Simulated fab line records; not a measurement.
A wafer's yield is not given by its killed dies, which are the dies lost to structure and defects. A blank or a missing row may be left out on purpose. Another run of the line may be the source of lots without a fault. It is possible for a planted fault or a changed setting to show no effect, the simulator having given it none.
Struck lot and sound lot, side by side || flow n5Finfet || 25 out of 1938 route steps
Sound: these wafers, L771.1, L771.4, L771.6. Struck: wafers L779.1, L779.2, L779.3. Last of all comes the cause.
At each step with rows: each side's tool, then ch and its chambers, then its first start. Under that, the readings that differ: sound wafers || struck wafers || difference of the means || sigmas: that difference in standard deviations of wafers without a fault.
alike: readings with means less than 2 such deviations apart, plus words and numbers identical on both sides. not compared: withheld readings, readings lacking a value on some wafer, bounds such as >300 that could conceal the same value, and numbers that have no deviation in the record and whose values overlap.
The two part at a step that has a row with sigmas, a row that says differs or no value, or rows on one side only. Non-overlapping numbers with no deviation appear without sigmas and do not part them. A reading that every wafer of one side lacks parts them only if that side has two wafers or more.

first, 3 steps without rows for these wafers: N5_BEOL_M0_SAQP_PECVD_00 (deposits SiCN from 3MS/NH3, target thk 8 nm, time 14 s); N5_BEOL_M0_SAQP_ILD_DEP_01 (deposits SiOC from DEMS/O2, target thk 45.419 nm, time 8.7 s); N5_BEOL_M0_SAQP_HM_DEP_02 (deposits TiN, target thk 12 nm).
N5_BEOL_M0_SAQP_PECVD_03: deposits SiCN from 3MS/NH3, target thk 12 nm, time 21.1 s.
  sound on pecvd-01 ch 0,1, day 6 09:50; struck on pecvd-01 ch 0,1,2, day 7 19:39
  alike: showerheadPlenumPTorr, throttleValvePct
then, 1 step without rows for these wafers: N5_BEOL_M0_SAQP_PECVD_96 (deposits a-Si from SiH4/He, target thk 45 nm, time 45.2 s).
N5_BEOL_M0_SAQP_PECVD_97: deposits SiNx from SiH4/NH3/N2, target thk 23 nm, time 19.9 s.
  sound on pecvd-01 ch 0,1, day 6 09:55; struck on pecvd-01 ch 0,1,2, day 7 19:44
  alike: heaterPowerW, showerheadPlenumPTorr, throttleValvePct
N5_BEOL_M0_SAQP_PECVD_04: deposits a-Si from SiH4/He, target thk 60 nm, time 60.2 s.
  sound on pecvd-01 ch 0,1, day 6 09:58; struck on pecvd-01 ch 0,1,2, day 7 19:46
  alike: heaterPowerW, showerheadPlenumPTorr, throttleValvePct
N5_BEOL_M0_SAQP_THK_MEAS_05:
  sound: filmMetro-02 at day 6 10:03; struck: filmMetro-01 at day 7 19:52
  alike: thkNm
N5_BEOL_M0_SAQP_HM_DEP_111: deposits SiO2 from SiH4/N2O, target thk 12 nm, time 7.2 s.
  sound on pecvd-04 ch 0,1,2, day 6 10:10; struck on pecvd-03 ch 0,1,2, day 7 19:54
  alike: heaterPowerW, showerheadPlenumPTorr
then, 2 steps without rows for these wafers: N5_BEOL_M0_SAQP_COAT_81 (time 60 s, resist thk 100 nm); N5_BEOL_M0_SAQP_COAT_82 (time 60 s, resist thk 30 nm).
N5_BEOL_M0_SAQP_COAT_08: resist thk 90 nm.
  sound on lithoTrack-01 ch 0, day 6 10:15; struck on lithoTrack-05 ch 0, day 7 19:59
{"reading": "spinSpeedRpm (rpm)", "sound": "1501.8 1499.7 1498.8", "struck": "1563.3 1562.6 1563.0", "difference": "+62.9", "sigmas": "+65"}
{"reading": "model.CAR-ArF_of_BEOL_M0_SAQP_COAT_08.thkNm (nm)", "sound": "90.4 90.4 90.2", "struck": "88 88 88", "difference": -2, "sigmas": ""}
then, 5 steps without rows for these wafers: N5_BEOL_M0_SAQP_EBR_10; N5_BEOL_M0_SAQP_SOFTBAKE_09 (time 60 s); N5_BEOL_M0_SAQP_EXPOSE_11 (exposes mask M0 CORE, target cd 42 nm); N5_BEOL_M0_SAQP_PEB_12 (peb time 60 s); N5_BEOL_M0_SAQP_DEVELOP_13 (develop time 30 s).
N5_BEOL_M0_SAQP_CD_MEAS_14: target cd 42.5 nm.
  sound on cdSem-01 ch 0, day 6 10:40; struck on cdSem-02 ch 0, day 7 20:20
  alike: cdNm
N5_BEOL_M0_SAQP_OVL_MEAS_15:
  sound on overlay-02 ch 0, day 6 10:42; struck on overlay-01 ch 0, day 7 20:22
  alike: M0_CORE_OVL
N5_BEOL_M0_SAQP_INSPECT_16: inspects for defects (brightfield).
  sound: defectInspect-02 at day 6 10:43; struck: defectInspect-01 at day 7 20:24
  alike: rawDefectCount
N5_BEOL_M0_SAQP_DESCUM_19: chemistry O2, time 7.9 s.
  sound on rieDiel-03 ch 0,2, day 6 10:58; struck on rieDiel-02 ch 0,1,2, day 7 20:26
  alike: drypumpMotorCurrentA, oesProductAu, rfVppV, showerheadPlenumPTorr, throttleValvePct
  not compared: rfHoursCounterH
N5_BEOL_M0_SAQP_ETCH_83: etches SiARC in CF4, target depth 39 nm, time 65 s.
  sound on rieDiel-03 ch 0,2, day 6 11:00; struck on rieDiel-02 ch 0,1,2, day 7 20:28
{"reading": "model.CAR-ArF_of_BEOL_M0_SAQP_COAT_08.thkNm (nm)", "sound": "56 55.8 55.6", "struck": "53.4 53.4 53.6", "difference": -2.3, "sigmas": ""}
  alike: drypumpMotorCurrentA, etchRfOnTimeS, oesProductAu, rfVppV, showerheadPlenumPTorr, throttleValvePct
  not compared: rfHoursCounterH
then, 1 step without rows for these wafers: N5_BEOL_M0_SAQP_ETCH_84 (etches SOC in N2/H2, target depth 100 nm, overetch 20 nm, time 150 s).
-- a jump in the record: the struck wafers' starts before and after are 3 days apart (it breaks off in module BEOL_M0_SAQP and resumes in module BEOL_M4, where the first step shown is number 1111 of the route) --
N5_BEOL_M4_RC_MEAS_101:
  sound on prober-01 ch 0, day 8 21:05; struck on prober-01 ch 0, day 10 14:05
  alike: DIBL_N, DIBL_P, IOFF_N, IOFF_P, ION_N, ION_P, SS_N, SS_P, VT_N, VT_P
after that, 1 step had no rows for these wafers: N5_PASSIVATION_PROBE_49.

WHERE THEY PART
Within this record, at N5_BEOL_M0_SAQP_COAT_08 only. Later steps at which nothing parts them and some readings are alike: N5_BEOL_M0_SAQP_CD_MEAS_14, N5_BEOL_M0_SAQP_OVL_MEAS_15, N5_BEOL_M0_SAQP_INSPECT_16, N5_BEOL_M0_SAQP_DESCUM_19, N5_BEOL_M0_SAQP_ETCH_83, N5_BEOL_M4_RC_MEAS_101.

WHY: whatever the simulator had introduced
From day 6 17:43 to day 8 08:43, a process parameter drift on lithoTrack-05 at N5_BEOL_M0_SAQP_COAT_08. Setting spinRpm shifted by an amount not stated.
